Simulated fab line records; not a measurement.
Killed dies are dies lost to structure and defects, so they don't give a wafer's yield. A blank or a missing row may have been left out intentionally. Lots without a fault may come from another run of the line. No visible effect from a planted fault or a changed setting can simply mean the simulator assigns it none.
Which tool did it? ; flow n5-finfet ; 12 lots with 34 wafers sampled at 4 steps, on a route of 1938 steps

WHAT EACH GAUGE READ, for each wafer
N5_BEOL_M4_THK_MEAS_01. Usual: for M4_ILD_THK the level is 78.7 nm and the standard deviation is 0.97.
lot;measured;on;M4_ILD_THK (nm);flag
L355;day 8 20:07;film-metro-02;79.3 78.8 80.2;
L356;day 8 20:22;film-metro-02;78.8 77.3 77.4;
L357;day 9 08:32;film-metro-01;78.9 79.8 79.1;
L359;day 9 12:26;film-metro-01;77.5 78.5 79.0;
L358;day 9 15:42;film-metro-01;77.8 78.3 79.7;
L361;day 10 14:38;film-metro-02;79.4 80.3 79.4;
L366;day 11 15:53;film-metro-02;77.6 78.1 79.9;
L365;day 12 01:51;film-metro-01;79.8 79.3 91.9;OFF
L370;day 12 17:02;film-metro-02;91.3;OFF
L371;day 13 03:43;film-metro-01;77.9 78.0 79.8;
L372;day 13 14:32;film-metro-01;77.6 78.1 79.9;
L375;day 14 14:58;film-metro-01;78.1 78.7 78.4;

TOOL THAT RAN EACH LOT (tool first, then ch and the chambers of the sampled wafers, then the start)
lot;N5_BEOL_M3_ANNEAL_89;N5_BEOL_M3_ANNEAL_93;N5_BEOL_M4_ILD_DEP_00
L355;pvd-sputter-02, day 8 13:26;pvd-sputter-02, day 8 13:52;pecvd-04 ch 0,2, day 8 20:03
L356;pvd-sputter-01, day 8 14:00;pvd-sputter-01, day 8 14:26;pecvd-02 ch 0,1,2, day 8 20:17
L357;pvd-sputter-02, day 9 04:22;pvd-sputter-02, day 9 04:49;pecvd-04 ch 0,2, day 9 08:28
L359;pvd-sputter-03, day 9 09:21;pvd-sputter-03, day 9 09:47;pecvd-03 ch 0,1, day 9 12:20
L358;pvd-sputter-03, day 9 12:33;pvd-sputter-03, day 9 12:59;pecvd-04 ch 0,2, day 9 15:38
L361;pvd-sputter-03, day 10 11:32;pvd-sputter-03, day 10 11:58;pecvd-03 ch 0, day 10 14:32
L366;pvd-sputter-02, day 11 13:38;pvd-sputter-02, day 11 14:04;pecvd-02 ch 0,1,2, day 11 15:49
L365;pvd-sputter-02, day 11 23:51;pvd-sputter-02, day 12 00:17;pecvd-03 ch 0,1,2, day 12 01:47
L370;pvd-sputter-02, day 12 14:58;pvd-sputter-02, day 12 15:25;pecvd-03 ch 0, day 12 16:59
L371;pvd-sputter-01, day 13 01:45;pvd-sputter-01, day 13 02:11;pecvd-02 ch 0,1,2, day 13 03:40
L372;pvd-sputter-01, day 13 12:31;pvd-sputter-01, day 13 12:57;pecvd-02 ch 0,1,2, day 13 14:28
L375;pvd-sputter-03, day 14 12:59;pvd-sputter-03, day 14 13:25;pecvd-04 ch 1,2, day 14 14:53
- N5_BEOL_M3_ANNEAL_89: time 240 s.
- N5_BEOL_M3_ANNEAL_93: time 240 s.
- N5_BEOL_M4_ILD_DEP_00: deposits SiOC from DEMS/O2, target thk 79 nm, time 15.3 s.

AS READ BY THE TOOLS THEMSELVES (means over the sampled wafers that have a number; for cases with no such wafer, the mark the record gives instead)
N5_BEOL_M3_ANNEAL_89. Usual: heater-power-w 841 W, standard deviation 110.
lot;tool;heater-power-w (W);flag
L355;pvd-sputter-02;903;
L356;pvd-sputter-01;770;
L357;pvd-sputter-02;876;
L359;pvd-sputter-03;785;
L358;pvd-sputter-03;805;
L361;pvd-sputter-03;818;
L366;pvd-sputter-02;903;
L365;pvd-sputter-02;909;
L370;pvd-sputter-02;847;
L371;pvd-sputter-01;876;
L372;pvd-sputter-01;763;
L375;pvd-sputter-03;801;

N5_BEOL_M3_ANNEAL_93. Usual: heater-power-w 841 W, standard deviation 110.
lot;tool;heater-power-w (W);flag
L355;pvd-sputter-02;920;
L356;pvd-sputter-01;779;
L357;pvd-sputter-02;857;
L359;pvd-sputter-03;776;
L358;pvd-sputter-03;806;
L361;pvd-sputter-03;810;
L366;pvd-sputter-02;916;
L365;pvd-sputter-02;907;
L370;pvd-sputter-02;858;
L371;pvd-sputter-01;879;
L372;pvd-sputter-01;762;
L375;pvd-sputter-03;814;

N5_BEOL_M4_ILD_DEP_00. Usual: heater-power-w 465 W, standard deviation 60; showerhead-plenum-p-Torr 5.695 Torr, standard deviation 0.015; showerhead-vpp-V 1345 V, standard deviation 40; throttle-valve-pct 12.0 %, standard deviation 0.6.
lot;tool;heater-power-w (W);showerhead-plenum-p-Torr (Torr);showerhead-vpp-V (V);throttle-valve-pct (%);flag
L355;pecvd-04;407;5.677;1331;12.0;
L356;pecvd-02;497;5.679;1347;11.8;
L357;pecvd-04;409;5.688;1336;11.9;
L359;pecvd-03;477;5.713;1311;12.6;
L358;pecvd-04;427;5.689;1332;11.9;
L361;pecvd-03;549;5.705;1321;13.1;
L366;pecvd-02;533;5.688;1338;12.0;
L365;pecvd-03;447;5.704;1321;11.8;
L370;pecvd-03;564;5.700;1324;13.1;
L371;pecvd-02;555;5.684;1355;11.9;
L372;pecvd-02;557;5.686;1339;11.8;
L375;pecvd-04;453;5.713;1380;12.2;

THE ANSWER, worked out from the rows above alone
Rule: take the mean of a lot's wafers that have a number; if it is more than 3 standard deviations from the usual mean, the lot is off. Also off: a lot with no number at a reading for which 4 or more lots have one. Where the step has rows for the other lots, those lots are counted as sound. First the gauges in route order, then the tools' own readings, where a lot's mean is used as printed above. At the first step where some lot is off, the reading lying furthest off is the one used; lots without a number count as furthest.
Off: at N5_BEOL_M4_THK_MEAS_01 (M4_ILD_THK), L365, L370.
A tool fits if, at a process step before that reading, it ran every lot that is off, and no sound lot after the first of them. Gauges at N5_BEOL_M4_THK_MEAS_01: tried the same way as those tools. Can't be told from this: 2 tools fit, pvd-sputter-02 at N5_BEOL_M3_ANNEAL_89 and N5_BEOL_M3_ANNEAL_93, pecvd-03 at N5_BEOL_M4_ILD_DEP_00.

WHAT WAS PUT IN BY THE SIMULATOR
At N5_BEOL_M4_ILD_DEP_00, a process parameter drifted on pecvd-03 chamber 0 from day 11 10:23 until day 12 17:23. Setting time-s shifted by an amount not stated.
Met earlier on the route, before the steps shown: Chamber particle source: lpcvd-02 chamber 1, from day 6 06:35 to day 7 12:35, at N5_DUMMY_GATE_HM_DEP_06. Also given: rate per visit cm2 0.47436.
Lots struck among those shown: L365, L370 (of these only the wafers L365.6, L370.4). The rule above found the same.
